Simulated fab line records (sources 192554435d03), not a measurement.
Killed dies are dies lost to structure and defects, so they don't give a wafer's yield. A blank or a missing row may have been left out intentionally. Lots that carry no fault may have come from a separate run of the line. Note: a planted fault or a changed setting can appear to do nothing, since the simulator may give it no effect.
fab line records	flow n5-finfet
record lots=7	wafers=39
route steps=1938 shown BEOL_M12@1602
start-h: hours from the record's opening day to when the first of the lot's shown wafers began	wait-h: how many hours have passed since the lot's step before this one	" same as the row above	L1.1+2: a row that stands for several wafers	- either no value or no given start	* or withheld: withheld	< > ~ a bound
route shown NAME@n: NAME is a module with steps in the file, n the number in the route of the first one	usual: mean and standard deviation over wafers with no fault	same: alike in all rows	chamber/n: place in a boat	sites: readings site by site	_std_site: standard deviation across them	_edge_site: mean of outer sites minus mean of inner sites	radius-mm: how far each site lies from the wafer's centre	mask NAME#n: copy n	behind: the most recent tool/chamber to have shaped the wafer	hold: cause of the lot's hold/its duration in hours/its outcome	device: which transistor (n, p or np) failed to switch	end of line: the same wafers' tests at the end of the route	where a step has no rows: the recipe by itself	killed: dies lost to structure and defects at the first sort, not the wafer's yield	map: shows each die of a wafer: x if killed, . if not, _ if none is there
set.NAME: the setting the step ran with; set.NAME@STEP: the setting that earlier step ran with	model.NAME: the simulator's own value behind a step, which no gauge read
lots with deliberately changed settings; one table per step, one row per wafer
## steps
# step N5_BEOL_M12_ILD_DEP_00
# recipe material=SiOC	target-thk-a=6589.2	temp-c=350	precursor=DEMS/O2	pressure-torr=5	rf-w=500	time-s=130.7
lot.wafer	tool	chamber	start-h	wait-h	set.target-thk-a	model.SiOC_of_BEOL_M12_ILD_DEP_00.thk-nm
L076.1	pecvd-04	0	238.82	0.0	6589.2	660.2
L076.2	"	1	"	"	3211	336
L076.3	"	2	"	"	6589.2	668.2
L076.4	"	2	"	"	3211	330.8
L076.5	"	0	"	"	6589.2	670.2
L076.6	"	1	"	"	3211	337.6
L083.1	pecvd-04	1	271.66	0.0	7578	758.8
L083.2	"	0	"	"	7578	751.4
L083.3	"	2	"	"	6589.2	665.4
L083.4	"	2	"	"	6589.2	682.6
L083.5	"	0	"	"	6589.2	662.8
L083.6	"	1	"	"	7578	766
L084.1	pecvd-04	1	283.15	0.0	8843	885
L084.2	"	0	"	"	6589.2	654
L084.3	"	2	"	"	8843	890.2
L084.4	"	0	"	"	6589.2	665.8
L084.5	"	2	"	"	6589.2	678
L084.6	"	1	"	"	8843	891.6
L085.2	pecvd-04	0	287.34	0.0	6589.2	650.2
L085.4	"	1	"	"	6589.2	665
L085.5	"	2	"	"	6589.2	675.4
L088.1	pecvd-01	2	329.19	0.0	6589.2	650.2
L088.2	"	0	"	"	9031	892.8
L088.3	"	1	"	"	9031	907.2
L088.4	"	0	"	"	9031	909.6
L088.5	"	2	"	"	6589.2	660.8
L088.6	"	1	"	"	6589.2	666
L091.1	pecvd-04	2	340.07	0.0	6589.2	650.4
L091.2	"	1	"	"	4759	473.6
L091.3	"	0	"	"	4759	469
L091.4	"	1	"	"	4759	472
L091.5	"	0	"	"	6589.2	663.4
L091.6	"	2	"	"	6589.2	655.6
L097.1	pecvd-02	1	383.37	0.0	6589.2	644.6
L097.2	"	0	"	"	4760	457.8
L097.3	"	2	"	"	4760	477
L097.4	"	1	"	"	4760	468.6
L097.5	"	2	"	"	6589.2	668.4
L097.6	"	0	"	"	6589.2	656.6
# step N5_BEOL_M12_THK_MEAS_01
# recipe reads=SiOC_of_BEOL_M12_ILD_DEP_00
# usual M12_ILD_THK=660/10
lot.wafer	tool	chamber	start-h	wait-h	set.target-thk-a@BEOL_M12_ILD_DEP_00	M12_ILD_THK[nm]
L076.1	film-metro-02	-	238.95	0.1	6589.2	660
L076.2	"	-	"	"	3211	336
L076.3	"	-	"	"	6589.2	668
L076.4	"	-	"	"	3211	331
L076.5	"	-	"	"	6589.2	671
L076.6	"	-	"	"	3211	337
L083.1	film-metro-01	-	271.79	0.1	7578	759
L083.2	"	-	"	"	7578	751
L083.3	"	-	"	"	6589.2	666
L083.4	"	-	"	"	6589.2	682
L083.5	"	-	"	"	6589.2	663
L083.6	"	-	"	"	7578	766
L084.1	film-metro-01	-	283.28	0.1	8843	886
L084.2	"	-	"	"	6589.2	654
L084.3	"	-	"	"	8843	890
L084.4	"	-	"	"	6589.2	666
L084.5	"	-	"	"	6589.2	678
L084.6	"	-	"	"	8843	891
L085.2	film-metro-01	-	287.47	0.1	6589.2	650
L085.4	"	-	"	"	6589.2	665
L085.5	"	-	"	"	6589.2	676
L088.1	film-metro-02	-	329.32	0.1	6589.2	650
L088.2	"	-	"	"	9031	893
L088.3	"	-	"	"	9031	908
L088.4	"	-	"	"	9031	910
L088.5	"	-	"	"	6589.2	661
L088.6	"	-	"	"	6589.2	666
L091.1	film-metro-01	-	340.20	0.1	6589.2	650
L091.2	"	-	"	"	4759	474
L091.3	"	-	"	"	4759	469
L091.4	"	-	"	"	4759	472
L091.5	"	-	"	"	6589.2	663
L091.6	"	-	"	"	6589.2	656
L097.1	film-metro-01	-	383.50	0.1	6589.2	645
L097.2	"	-	"	"	4760	458
L097.3	"	-	"	"	4760	477
L097.4	"	-	"	"	4760	469
L097.5	"	-	"	"	6589.2	668
L097.6	"	-	"	"	6589.2	657
# step N5_BEOL_M12_COAT_58
# recipe resist=BARC	temp-c=205	time-s=60	spin-rpm=1500	resist-thk-nm=89
# step N5_BEOL_M12_COAT_04
# recipe spin-rpm=1625	resist-thk-nm=400
# step N5_BEOL_M12_DESCUM_15
# recipe chemistry=O2	time-s=7.9	source-power-w=50	bias-power-w=20	pressure-mtorr=20	rf-frequency-hz=2.712e+07	temp-c=40	o2-flow-sccm=225
# step N5_BEOL_M12_ETCH_59
# recipe chemistry=N2/H2	target=BARC	target-depth-a=890	overetch-a=267	time-s=67.9	ion-energy-ev=200	pressure-mtorr=30	source-w=840	bias-w=150	n2-flow-sccm=200	h2-flow-sccm=200
# step N5_BEOL_M12_VIA_ETCH_16
# recipe chemistry=C4F8/O2/Ar	target=SiOC	pressure-mtorr=30	source-w=3000	bias-w=700	Ar_flow_sccm=400	C4F8_flow_sccm=15	O2_flow_sccm=8	he-inner-torr=15	he-outer-torr=30	target-depth-a=7248	time-s=withheld	ion-energy-ev=250	ends=cleared
lot.wafer	tool	chamber	start-h	wait-h	set.target-thk-a@BEOL_M12_ILD_DEP_00	model.etch.depth-nm	model.coat_of_BEOL_M12_COAT_04.thk-nm
L076.1	rie-diel-05	0	239.65	0.0	6589.2	660.1	124.4
L076.2	"	2	"	"	3211	335.9	219.8
L076.3	"	1	"	"	6589.2	668.2	123.2
L076.4	"	0	"	"	3211	330.8	223.4
L076.5	"	2	"	"	6589.2	670.2	121.8
L076.6	"	1	"	"	3211	337.6	220
L083.1	rie-diel-05	0	273.06	0.0	7578	758.8	96.4
L083.2	"	3	"	"	7578	751.4	95.2
L083.3	"	2	"	"	6589.2	665.4	121.6
L083.4	"	1	"	"	6589.2	682.6	119.6
L083.5	"	3	"	"	6589.2	662.8	120.6
L083.6	"	0	"	"	7578	766	92.4
L084.1	rie-diel-03	1	283.76	0.0	8843	885	55.8
L084.2	"	3	"	"	6589.2	653.9	124.2
L084.3	"	0	"	"	8843	890.2	49.8
L084.4	"	2	"	"	6589.2	665.7	119.6
L084.5	"	0	"	"	6589.2	677.9	112.8
L084.6	"	1	"	"	8843	891.6	54.2
L085.2	rie-diel-03	3	288.08	0.0	6589.2	650.1	124.8
L085.4	"	0	"	"	6589.2	664.9	116
L085.5	"	2	"	"	6589.2	675.4	116
L088.1	rie-diel-03	1	329.80	0.0	6589.2	650.3	127
L088.2	"	0	"	"	9031	892.7	51.4
L088.3	"	3	"	"	9031	907.2	46.2
L088.4	"	2	"	"	9031	909.7	50
L088.5	"	3	"	"	6589.2	660.9	120.8
L088.6	"	0	"	"	6589.2	665.9	119.4
L091.1	rie-diel-03	1	341.18	0.0	6589.2	650.4	126.4
L091.2	"	2	"	"	4759	473.7	178.2
L091.3	"	3	"	"	4759	469	176.6
L091.4	"	0	"	"	4759	472	176
L091.5	"	0	"	"	6589.2	663.4	119.2
L091.6	"	3	"	"	6589.2	655.5	121.6
L097.1	rie-diel-03	0	384.10	0.0	6589.2	644.6	124.8
L097.2	"	3	"	"	4760	457.8	178.8
L097.3	"	2	"	"	4760	477	176.4
L097.4	"	1	"	"	4760	468.7	178.8
L097.5	"	2	"	"	6589.2	668.3	119.4
L097.6	"	1	"	"	6589.2	656.6	125.6
# step N5_BEOL_M12_STRIP_63
# recipe chemistry=N2/H2	power-w=1000	temp-c=250	h2-frac=0.65	overash-fraction=0.3	pressure-mtorr=1000	n2-flow-sccm=1750	h2-flow-sccm=3250
# usual oes-product-au=0.692/0.005	strip-time-to-endpoint-s=42.2/1
lot.wafer	tool	chamber	start-h	wait-h	set.target-thk-a@BEOL_M12_ILD_DEP_00	oes-product-au	strip-time-to-endpoint-s
L076.1	plasma-asher-01	0	239.85	-	6589.2	0.701	42.9
L076.2	"	1	"	"	3211	0.835	67.7
L076.3	"	0	"	"	6589.2	0.691	42.6
L076.4	"	1	"	"	3211	0.837	68.6
L076.5	"	0	"	"	6589.2	0.687	42.2
L076.6	"	1	"	"	3211	0.831	67.7
L083.1	plasma-asher-01	1	273.26	-	7578	0.682	35.2
L083.2	"	0	"	"	7578	0.689	34.9
L083.3	"	1	"	"	6589.2	0.684	42.1
L083.4	"	0	"	"	6589.2	0.694	41.6
L083.5	"	0	"	"	6589.2	0.695	41.8
L083.6	"	1	"	"	7578	0.685	34.1
L084.1	plasma-asher-02	0	283.96	-	8843	0.672	23.4
L084.2	"	1	"	"	6589.2	0.694	42.8
L084.3	"	1	"	"	8843	0.662	21.5
L084.4	"	0	"	"	6589.2	0.689	41.6
L084.5	"	1	"	"	6589.2	0.695	39.7
L084.6	"	0	"	"	8843	0.677	22.9
L085.2	plasma-asher-01	1	288.28	-	6589.2	0.691	43.0
L085.4	"	1	"	"	6589.2	0.688	40.6
L085.5	"	0	"	"	6589.2	0.693	40.6
L088.1	plasma-asher-01	1	330.00	-	6589.2	0.697	43.6
L088.2	"	0	"	"	9031	0.667	22.0
L088.3	"	0	"	"	9031	0.660	20.4
L088.4	"	1	"	"	9031	0.664	21.6
L088.5	"	0	"	"	6589.2	0.698	41.9
L088.6	"	1	"	"	6589.2	0.687	41.5
L091.1	plasma-asher-01	1	341.38	-	6589.2	0.698	43.4
L091.2	"	0	"	"	4759	0.715	57.0
L091.3	"	1	"	"	4759	0.719	56.6
L091.4	"	0	"	"	4759	0.719	56.4
L091.5	"	1	"	"	6589.2	0.688	41.5
L091.6	"	0	"	"	6589.2	0.698	42.1
L097.1	plasma-asher-01	1	384.30	-	6589.2	0.686	43.0
L097.2	"	0	"	"	4760	0.727	57.2
L097.3	"	1	"	"	4760	0.714	56.5
L097.4	"	0	"	"	4760	0.715	57.2
L097.5	"	0	"	"	6589.2	0.682	41.5
L097.6	"	1	"	"	6589.2	0.689	43.2
# step N5_BEOL_M12_STRIP_64
# recipe chemistry=N2/H2	power-w=1000	temp-c=250	h2-frac=0.65	overash-fraction=0.3	pressure-mtorr=withheld	n2-flow-sccm=1750	h2-flow-sccm=3250
# step N5_BEOL_M12_STRIP_71
# recipe chemistry=post-etch-residue-remover	time-s=60	temp-c=25	remover-ph=withheld	remover-water-wt-pct=withheld	remover-fluoride-wt-pct=withheld
# step N5_BEOL_M12_STRIP_37
# recipe chemistry=N2/H2	power-w=1000	temp-c=250	h2-frac=0.65	overash-fraction=0.3	pressure-mtorr=withheld	n2-flow-sccm=1750	h2-flow-sccm=3250
# step N5_BEOL_M12_ETCH_38
# recipe chemistry=CF4/N2	target=SiCN	target-depth-a=687	taper-deg=2	time-s=73.4	ion-energy-ev=150	mask-material=SiO2	pressure-mtorr=40	source-w=430	bias-w=70	Ar_flow_sccm=100	cf4-flow-sccm=60	n2-flow-sccm=60
lot.wafer	tool	chamber	start-h	wait-h	set.target-thk-a@BEOL_M12_ILD_DEP_00	model.SiOC_of_BEOL_M12_ILD_DEP_00.thk-nm
L076.1	rie-diel-03	2	241.47	-	6589.2	608.8
L076.2	"	1	"	"	3211	285.6
L076.3	"	3	"	"	6589.2	618.2
L076.4	"	0	"	"	3211	278
L076.5	"	3	"	"	6589.2	619.8
L076.6	"	0	"	"	3211	284.6
L083.1	rie-diel-05	0	275.21	-	7578	710.4
L083.2	"	3	"	"	7578	701.2
L083.3	"	1	"	"	6589.2	617
L083.4	"	2	"	"	6589.2	633.8
L083.5	"	1	"	"	6589.2	614.4
L083.6	"	0	"	"	7578	717.8
L084.1	rie-diel-04	1	286.55	-	8843	839
L084.2	"	3	"	"	6589.2	601.4
L084.3	"	0	"	"	8843	838.4
L084.4	"	3	"	"	6589.2	613.4
L084.5	"	0	"	"	6589.2	626.2
L084.6	"	1	"	"	8843	845.4
L085.2	rie-diel-05	0	295.21	-	6589.2	601.2
L085.4	"	0	"	"	6589.2	616.2
L085.5	"	3	"	"	6589.2	624.2
L088.1	rie-diel-04	3	332.01	-	6589.2	598
L088.2	"	1	"	"	9031	846.8
L088.3	"	0	"	"	9031	855.6
L088.4	"	2	"	"	9031	860.6
L088.5	"	3	"	"	6589.2	608.6
L088.6	"	0	"	"	6589.2	614.4
L091.1	rie-diel-05	0	346.40	-	6589.2	602.2
L091.2	"	3	"	"	4759	423.4
L091.3	"	2	"	"	4759	419.2
L091.4	"	0	"	"	4759	423.6
L091.5	"	3	"	"	6589.2	613
L091.6	"	2	"	"	6589.2	606.2
L097.1	rie-diel-03	0	388.52	-	6589.2	593
L097.2	"	1	"	"	4760	408.4
L097.3	"	3	"	"	4760	425
L097.4	"	2	"	"	4760	418.2
L097.5	"	2	"	"	6589.2	617.6
L097.6	"	1	"	"	6589.2	607
## key
split step=N5_BEOL_M12_ILD_DEP_00	setting=target-thk-a	stated=6589.2	by=wafer
response step=N5_BEOL_M12_ILD_DEP_00	reading=model.SiOC_of_BEOL_M12_ILD_DEP_00.thk-nm	change=+6.54	per=1%	r=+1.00
response step=N5_BEOL_M12_THK_MEAS_01	reading=M12_ILD_THK	change=+6.54	per=1%	r=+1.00
response step=N5_BEOL_M12_VIA_ETCH_16	reading=model.etch.depth-nm	change=+6.54	per=1%	r=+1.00
response step=N5_BEOL_M12_VIA_ETCH_16	reading=model.coat_of_BEOL_M12_COAT_04.thk-nm	change=-1.93	per=1%	r=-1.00
response step=N5_BEOL_M12_STRIP_63	reading=oes-product-au	shape=bent	at-lowest=0.835	at-stated=0.692	at-highest=0.664
response step=N5_BEOL_M12_STRIP_63	reading=strip-time-to-endpoint-s	change=*	per=1%	r=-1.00
response step=N5_BEOL_M12_ETCH_38	reading=model.SiOC_of_BEOL_M12_ILD_DEP_00.thk-nm	change=+6.59	per=1%	r=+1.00
